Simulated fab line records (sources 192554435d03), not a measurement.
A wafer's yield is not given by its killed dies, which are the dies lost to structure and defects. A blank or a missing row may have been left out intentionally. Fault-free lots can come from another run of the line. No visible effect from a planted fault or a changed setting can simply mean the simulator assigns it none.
Matching of chambers    flow n5_finfet    rie_diel-03 running N5_GATE_CUT_ETCH_28: 4 sister chambers
The step etches underlayer in N2/H2, target depth 13 nm, time 10.4 s. 16 wafers are shown with their chamber, then 8 later ones without.

WAFERS PAIRED WITH THEIR CHAMBERS
wafer   chamber  showerhead_plenum_p_Torr (Torr)  throttle_valve_pct (%)  drypump_motor_current_A (A)
L077.2  2        2.69                             18.07                   5.4
L077.5  0        2.42                             18.06                   5.2
L077.6  3        2.49                             17.95                   4.8
L079.2  2        2.69                             18.06                   5.4
L079.4  0        2.42                             18.04                   5.3
L079.5  3        2.49                             17.95                   4.7
L080.3  0        2.42                             18.06                   5.3
L080.5  3        2.49                             17.94                   4.7
L080.6  0        2.42                             18.07                   5.2
L082.1  3        2.49                             17.97                   4.8
L082.4  0        2.41                             18.05                   5.3
L082.5  2        2.68                             18.07                   5.4
L088.2  0        2.41                             18.09                   5.3
L088.3  1        2.58                             17.70                   5.9
L088.5  2        2.68                             18.08                   5.4
L089.1  0        2.41                             18.08                   5.2

SIGNATURES (means of the wafers above)
reading                   chamber 0  chamber 1  chamber 2  chamber 3  scatter within a chamber
showerhead_plenum_p_Torr  2.4157     2.5800     2.6850     2.4900     0.00476
throttle_valve_pct        18.0643    17.7000    18.0700    17.9525    0.0143
drypump_motor_current_A   5.257      5.900      5.400      4.750      0.0476
Rule: distance of a wafer from a chamber = root of the sum over the readings of ((wafer's reading minus chamber's mean) / reading's scatter) squared. If the next closest chamber is less than 2 further off than the closest, the wafer can't be placed; otherwise it belongs to the closest. The scatter: take each reading less its chamber's mean, square it, sum over the shown wafers, divide by the number of wafers less the number of chambers, and take the root.

WAFERS MISSING THEIR CHAMBER
wafer   showerhead_plenum_p_Torr (Torr)  throttle_valve_pct (%)  drypump_motor_current_A (A)
L089.2  2.48                             17.99                   4.7
L089.5  2.58                             17.71                   5.9
L092.2  2.48                             17.98                   4.7
L092.3  2.58                             17.70                   5.9
L092.5  2.41                             18.10                   5.3
L097.1  2.67                             18.13                   5.4
L097.2  2.47                             18.00                   4.7
L097.3  2.57                             17.72                   5.9

EACH ONE'S CHAMBER
wafer   from the rows above  in truth
L089.2  3                    3
L089.5  1                    1
L092.2  3                    3
L092.3  1                    1
L092.5  0                    0
L097.1  2                    2
L097.2  3                    3
L097.3  1                    1
Placed correctly: 8 of 8. Can't be placed from these rows: 0. 0 placed wrongly.
